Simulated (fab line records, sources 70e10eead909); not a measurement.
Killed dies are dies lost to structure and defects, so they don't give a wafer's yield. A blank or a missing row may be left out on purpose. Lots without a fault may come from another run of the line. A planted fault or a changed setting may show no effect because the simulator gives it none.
fab line records | flow nand_harc
record lots=12 wafers=36 last_day=25
route steps=1159 shown A_CHANNEL_HOLE_D1@475
lots that met no fault: from a run of the same line without faults
start_h: hours from the record's first day to the start of the lot's first wafer shown | wait_h: hours since the lot's step before | " the same as in the row above | L1.1+2: a row that stands for several wafers | - no value, or no start given | * or withheld: withheld | < > ~ a bound
route shown NAME@n: a module of which the file shows steps, and the number in the route of the first | usual: mean/standard deviation of fault-free wafers | same: alike in all rows | chamber/n: place in a boat | sites: the reading at each site | _std_site: their standard deviation | _edge_site: outer sites' mean less inner sites' | radius_mm: how far each site lies from the wafer's centre | mask NAME#n: copy n | behind: the tool/chamber that last shaped the wafer | hold: why the lot was held/for how many hours/how that ended | device: the transistor (n, p or np) that didn't switch | end of line: the same wafers' tests at the end of the route | a step without rows: its recipe alone | killed: dies lost to structure and defects at the first sort, not the wafer's yield | map: a wafer's dies, x killed, . not, _ none there
set.NAME: the setting as run; set.NAME@STEP: as run at that earlier step | model.NAME: the simulator's own value behind a step, which no gauge read
steps of the route over a sample of lots; a table a step, a row a wafer
services: from which hour (start_h, from the record's first day; less than 0 if before it) a tool's chamber was out of use, for how many hours, and why
## steps
# step NHARC_A_CHANNEL_HOLE_D1_ETCH_23
# recipe bias_v=5000 source_w=withheld pressure_mtorr=20 time_s=819 ar_flow_sccm=375 c4f8_flow_sccm=89.3 o2_flow_sccm=35.7 temp_c=-20 target_depth_a=16000 chemistry=C4F8/O2/Ar
# usual drypump_motor_current_A=5.5/0.47 showerhead_plenum_p_Torr=3.807/0.012 throttle_valve_pct=32.154/0.0085
# columns lot.wafer tool chamber start_h wait_h drypump_motor_current_A rf_hours_counter_h showerhead_plenum_p_Torr throttle_valve_pct
L448.2 har_etch-02 1 173.70 0.5 5.0 93 3.821 32.144
L448.1 " 0 " " 5.5 93 3.831 32.166
L448.6 " 1 " " 5.0 - 3.820 32.161
L449.2 har_etch-02 1 186.81 0.5 5.0 98 3.817 32.146
L449.4 " 1 " " 5.0 - 3.817 32.149
L449.5 " 1 " " 5.0 - 3.818 32.158
L451.2 har_etch-01 0 191.31 0.5 5.3 198 3.821 32.158
L451.4 " 0 " " 5.3 - 3.821 32.165
L451.6 " 0 " " 5.3 - 3.821 32.152
L458.2 har_etch-01 0 233.55 0.5 5.3 209 3.815 32.158
L458.1 " 1 " " 6.4 209 3.815 32.132
L458.6 " 0 " " 5.3 - 3.815 32.162
L459.1 har_etch-01 0 242.70 0.5 5.3 213 3.813 32.151
L459.6 " 1 " " 6.3 - 3.812 32.162
L459.5 " 0 " " 5.3 - 3.812 32.163
L463.2 har_etch-02 1 264.04 0.5 5.0 141 3.793 32.151
L463.4 " 0 " " 5.5 - 3.804 32.154
L463.6 " 1 " " 5.0 - 3.793 32.154
L464.1 har_etch-02 1 272.99 0.5 5.0 145 3.791 32.161
L464.2 " 0 " " 5.6 145 3.802 32.148
L464.4 " 1 " " 5.0 - 3.791 32.154
L466.2 har_etch-02 1 277.24 0.5 5.0 149 3.788 32.154
L466.4 " 1 " " 5.0 - 3.789 32.156
L466.5 " 1 " " 5.0 - 3.789 32.142
L468.1 har_etch-02 1 300.31 0.5 5.0 156 3.785 32.168
L468.3 " 0 " " 5.6 - 3.795 32.156
L468.5 " 0 " " 5.6 - 3.796 32.158
L469.1 har_etch-02 0 306.95 0.5 5.5 160 3.793 32.153
L469.4 " 0 " " 5.6 - 3.794 32.150
L469.6 " 1 " " 5.0 - 3.782 32.161
L470.1 har_etch-02 1 311.13 0.5 5.0 164 3.780 32.139
L470.6 " 0 " " 5.6 - 3.791 32.141
L470.5 " 1 " " 5.0 - 3.780 32.158
L471.2 har_etch-01 0 326.20 0.5 5.3 3 3.797 32.151
L471.4 " 0 " " 5.3 - 3.797 32.156
L471.5 " 0 " " 5.3 - 3.797 32.149
# step NHARC_A_CHANNEL_HOLE_D1_ETCH_25
# recipe bias_v=5000 source_w=withheld pressure_mtorr=20 time_s=1040.2 ar_flow_sccm=375 c4f8_flow_sccm=93.8 o2_flow_sccm=31.2 temp_c=-20 target_depth_a=15000 chemistry=C4F8/O2/Ar
# usual drypump_motor_current_A=5.5/0.48 showerhead_plenum_p_Torr=3.801/0.012 throttle_valve_pct=32.237/0.0083
# columns lot.wafer tool chamber start_h wait_h drypump_motor_current_A rf_hours_counter_h showerhead_plenum_p_Torr throttle_valve_pct
L448.2 har_etch-02 1 175.18 0.6 5.0 94 3.814 32.229
L448.1 " 0 " " 5.5 94 3.825 32.244
L448.6 " 1 " " 5.0 - 3.815 32.236
L449.2 har_etch-02 1 188.29 0.7 5.0 99 3.811 32.256
L449.4 " 1 " " 5.0 - 3.811 32.245
L449.5 " 1 " " 5.0 - 3.812 32.236
L451.2 har_etch-01 0 192.80 0.7 5.3 200 3.814 32.223
L451.4 " 0 " " 5.3 - 3.815 32.248
L451.6 " 0 " " 5.3 - 3.815 32.227
L458.2 har_etch-01 0 235.01 0.6 5.3 211 3.809 32.224
L458.1 " 1 " " 6.4 211 3.809 32.239
L458.6 " 0 " " 5.3 - 3.809 32.224
L459.1 har_etch-01 0 244.18 0.7 5.3 215 3.807 32.235
L459.6 " 1 " " 6.4 - 3.807 32.231
L459.5 " 0 " " 5.3 - 3.807 32.233
L463.2 har_etch-02 1 265.51 0.6 5.0 143 3.787 32.225
L463.4 " 0 " " 5.5 - 3.798 32.220
L463.6 " 1 " " 5.0 - 3.787 32.249
L464.1 har_etch-02 1 274.44 0.6 5.0 147 3.785 32.225
L464.2 " 0 " " 5.6 147 3.795 32.251
L464.4 " 1 " " 5.0 - 3.785 32.250
L466.2 har_etch-02 1 278.73 0.7 5.0 151 3.783 32.237
L466.4 " 1 " " 5.0 - 3.783 32.244
L466.5 " 1 " " 5.0 - 3.783 32.246
L468.1 har_etch-02 1 301.78 0.7 5.0 157 3.779 32.232
L468.3 " 0 " " 5.6 - 3.790 32.229
L468.5 " 0 " " 5.6 - 3.790 32.234
L469.1 har_etch-02 0 308.45 0.7 5.5 161 3.787 32.243
L469.4 " 0 " " 5.5 - 3.787 32.243
L469.6 " 1 " " 5.0 - 3.777 32.236
L470.1 har_etch-02 1 312.63 0.7 5.0 165 3.775 32.239
L470.6 " 0 " " 5.6 - 3.785 32.232
L470.5 " 1 " " 5.0 - 3.775 32.240
L471.2 har_etch-01 0 327.70 0.7 5.3 4 3.791 32.230
L471.4 " 0 " " 5.3 - 3.791 32.240
L471.5 " 0 " " 5.3 - 3.791 32.238
# step NHARC_A_CHANNEL_HOLE_D1_ETCH_33
# recipe bias_v=400 source_w=2000 pressure_mtorr=25 time_s=90 ar_flow_sccm=375 c4f8_flow_sccm=41.7 o2_flow_sccm=83.3 temp_c=-20 target_depth_a=4000 chemistry=C4F8/O2/Ar
# usual drypump_motor_current_A=5.5/0.48 showerhead_plenum_p_Torr=3.849/0.012 throttle_valve_pct=27.619/0.0092
# columns lot.wafer tool chamber start_h wait_h drypump_motor_current_A rf_hours_counter_h showerhead_plenum_p_Torr throttle_valve_pct
L448.2 har_etch-02 1 176.25 0.2 5.0 95 3.863 27.609
L448.1 " 0 " " 5.5 95 3.874 27.634
L448.6 " 1 " " 5.0 - 3.863 27.614
L449.2 har_etch-02 1 189.25 0.2 5.0 100 3.860 27.614
L449.4 " 1 " " 5.0 - 3.859 27.626
L449.5 " 1 " " 5.0 - 3.859 27.630
L451.2 har_etch-01 0 193.77 0.2 5.3 201 3.864 27.617
L451.4 " 0 " " 5.3 - 3.863 27.624
L451.6 " 0 " " 5.3 - 3.863 27.610
L458.2 har_etch-01 0 236.10 0.2 5.3 212 3.857 27.612
L458.1 " 1 " " 6.3 212 3.857 27.604
L458.6 " 0 " " 5.3 - 3.857 27.618
L459.1 har_etch-01 0 245.15 0.2 5.3 215 3.855 27.601
L459.6 " 1 " " 6.4 - 3.855 27.624
L459.5 " 0 " " 5.3 - 3.855 27.629
L463.2 har_etch-02 1 266.62 0.2 5.0 144 3.834 27.613
L463.4 " 0 " " 5.6 - 3.846 27.621
L463.6 " 1 " " 5.0 - 3.835 27.608
L464.1 har_etch-02 1 275.50 0.2 5.0 148 3.833 27.624
L464.2 " 0 " " 5.6 148 3.843 27.636
L464.4 " 1 " " 5.0 - 3.832 27.637
L466.2 har_etch-02 1 279.70 0.2 5.0 151 3.830 27.612
L466.4 " 1 " " 5.0 - 3.830 27.626
L466.5 " 1 " " 5.0 - 3.830 27.612
L468.1 har_etch-02 1 302.86 0.2 5.0 158 3.826 27.629
L468.3 " 0 " " 5.5 - 3.837 27.614
L468.5 " 0 " " 5.6 - 3.837 27.618
L469.1 har_etch-02 0 309.42 0.2 5.5 162 3.835 27.603
L469.4 " 0 " " 5.5 - 3.835 27.604
L469.6 " 1 " " 5.0 - 3.824 27.614
L470.1 har_etch-02 1 313.59 0.2 5.0 166 3.822 27.616
L470.6 " 0 " " 5.6 - 3.833 27.636
L470.5 " 1 " " 5.0 - 3.822 27.603
L471.2 har_etch-01 0 328.68 0.2 5.4 5 3.839 27.622
L471.4 " 0 " " 5.4 - 3.838 27.611
L471.5 " 0 " " 5.3 - 3.839 27.628
# step NHARC_A_CHANNEL_HOLE_D1_XSEM_31
# recipe landing_energy_ev=35000
# usual bot_cd_nm=74.5/1.8 bow_nm=8.6/0.35 tilt_deg=0.08/0.046
# same landing_energy_ev=35000
# columns lot.wafer tool chamber start_h wait_h bot_cd_nm bow_nm tilt_deg
L448.1 xsem-01 0 177.90 0.1 76.1 8.6 0.12
L448.2 " 0 " " 73.9 8.5 0.12
L448.6 " 0 " " 76.7 8.5 0.12
L449.2 xsem-02 0 191.02 0.1 72.5 8.5 0.04
L449.4 " 0 " " 73.6 8.5 0.04
L449.5 " 0 " " 75.7 8.5 0.04
L451.2 xsem-01 0 195.37 0.1 75.2 8.5 0.07
L451.4 " 0 " " 72.7 8.5 0.07
L451.6 " 0 " " 72.3 8.5 0.07
L458.1 xsem-02 0 237.74 0.1 73.4 9.4 0.06
L458.2 " 0 " " 74.7 9.5 0.06
L458.6 " 0 " " 73.4 9.4 0.06
L458.1 xsem-02 0 - - 73.8 - 0.14
L458.2 " 0 " " 74.1 - 0.14
L458.6 " 0 " " 73.9 - 0.14
L459.1 xsem-02 0 246.85 0.1 72.2 8.5 0.12
L459.5 " 0 " " 74.1 8.6 0.12
L459.6 " 0 " " 75.6 8.6 0.12
L459.1 xsem-02 0 - - 71.7 - 0.12
L459.5 " 0 " " 74.0 - 0.12
L459.6 " 0 " " 76.2 - 0.12
L463.2 xsem-01 0 268.24 0.1 75.1 8.4 0.13
L463.4 " 0 " " 74.8 8.5 0.13
L463.6 " 0 " " 72.1 8.4 0.13
L464.1 xsem-01 0 277.13 0.1 71.0 8.6 0.06
L464.2 " 0 " " 75.3 8.6 0.06
L464.4 " 0 " " 74.1 8.6 0.06
L466.2 xsem-01 0 281.33 0.1 75.9 8.6 0.15
L466.4 " 0 " " 77.1 8.6 0.15
L466.5 " 0 " " 76.1 8.5 0.15
L468.1 xsem-01 0 304.64 0.1 74.8 9.1 0.04
L468.3 " 0 " " 73.0 9.1 0.04
L468.5 " 0 " " 72.7 9.1 0.05
L469.1 xsem-01 0 311.17 0.1 74.4 8.3 0.14
L469.4 " 0 " " 74.1 8.3 0.14
L469.6 " 0 " " 74.8 8.3 0.14
L470.1 xsem-01 0 315.34 0.1 74.7 8.1 0.04
L470.5 " 0 " " 75.1 8.1 0.04
L470.6 " 0 " " 73.5 8.0 0.03
L471.2 xsem-02 0 330.28 0.1 76.5 8.2 0.14
L471.4 " 0 " " 75.0 8.3 0.14
L471.5 " 0 " " 75.1 8.3 0.14
# step NHARC_A_CHANNEL_HOLE_D1_INSPECT_40
# usual raw_defect_count=59/17
# columns lot.wafer tool chamber start_h wait_h raw_defect_count
L448.1 defect_inspect-01 - 178.00 - 52
L448.2 " - " " 51
L448.6 " - " " 55
L449.2 defect_inspect-02 - 191.11 - 47
L449.4 " - " " 46
L449.5 " - " " 42
L451.2 defect_inspect-02 - 195.47 - 49
L451.4 " - " " 49
L451.6 " - " " 57
L458.1 defect_inspect-01 - 242.55 - 66
L458.2 " - " " 63
L458.6 " - " " 62
L459.1 defect_inspect-02 - 251.00 - 85
L459.5 " - " " 72
L459.6 " - " " 80
L463.2 defect_inspect-02 - 268.34 - 78
L463.4 " - " " 62
L463.6 " - " " 83
L464.1 defect_inspect-01 - 277.23 - 33
L464.2 " - " " 43
L464.4 " - " " 51
L466.2 defect_inspect-01 - 281.43 - 60
L466.4 " - " " 43
L466.5 " - " " 48
L468.1 defect_inspect-01 - 304.74 - 41
L468.3 " - " " 48
L468.5 " - " " 57
L469.1 defect_inspect-01 - 311.27 - 47
L469.4 " - " " 39
L469.6 " - " " 39
L470.1 defect_inspect-01 - 315.44 - 47
L470.5 " - " " 62
L470.6 " - " " 55
L471.2 defect_inspect-02 - 330.37 - 39
L471.4 " - " " 49
L471.5 " - " " 30
## services
# columns tool chamber start_h hours kind
har_etch-01 - 195.31 10.2 repair
xsem-02 - 249.27 1.6 repair
xsem-02 - 302.00 14.0 pm
har_etch-01 - 305.00 17.0 pm
har_etch-01 0 305.00 17.0 vent_cycle
har_etch-01 1 305.00 17.0 vent_cycle
har_etch-01 0 322.00 - clean
har_etch-01 0 322.00 - consumable_replace:focus_ring
har_etch-01 1 322.00 - clean
har_etch-01 1 322.00 - consumable_replace:focus_ring
## key
first_sign step=NHARC_A_CHANNEL_HOLE_D1_XSEM_31 reading=visit direction=added
effect none on later readings
met_at NHARC_A_CHANNEL_HOLE_D1_ETCH_33
struck_lots L458,L459
struck_wafers L458.2,L458.6,L459.1,L459.5
tester_left_out L458,L459
not_acting_at NHARC_A_CHANNEL_HOLE_D1_ETCH_23,NHARC_A_CHANNEL_HOLE_D1_ETCH_25,NHARC_A_CHANNEL_HOLE_D1_INSPECT_40
onset_between 193.77 236.10
fault kind=process_parameter_drift tool=har_etch-01 chamber=0 onset_h=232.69 steps=NHARC_A_CHANNEL_HOLE_D1_ETCH_33 channel=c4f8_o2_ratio offset=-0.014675 shape=step end_h=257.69 acts_in=these_recipes_only stated=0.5
# tester_left_out: of these lots the tester's yield and bins aren't shown, on N5 and GAA mostly nor the transistor test; their killed dies are dies lost to structure and defects alone, not to doping, threshold or leakage, so they don't give the yield
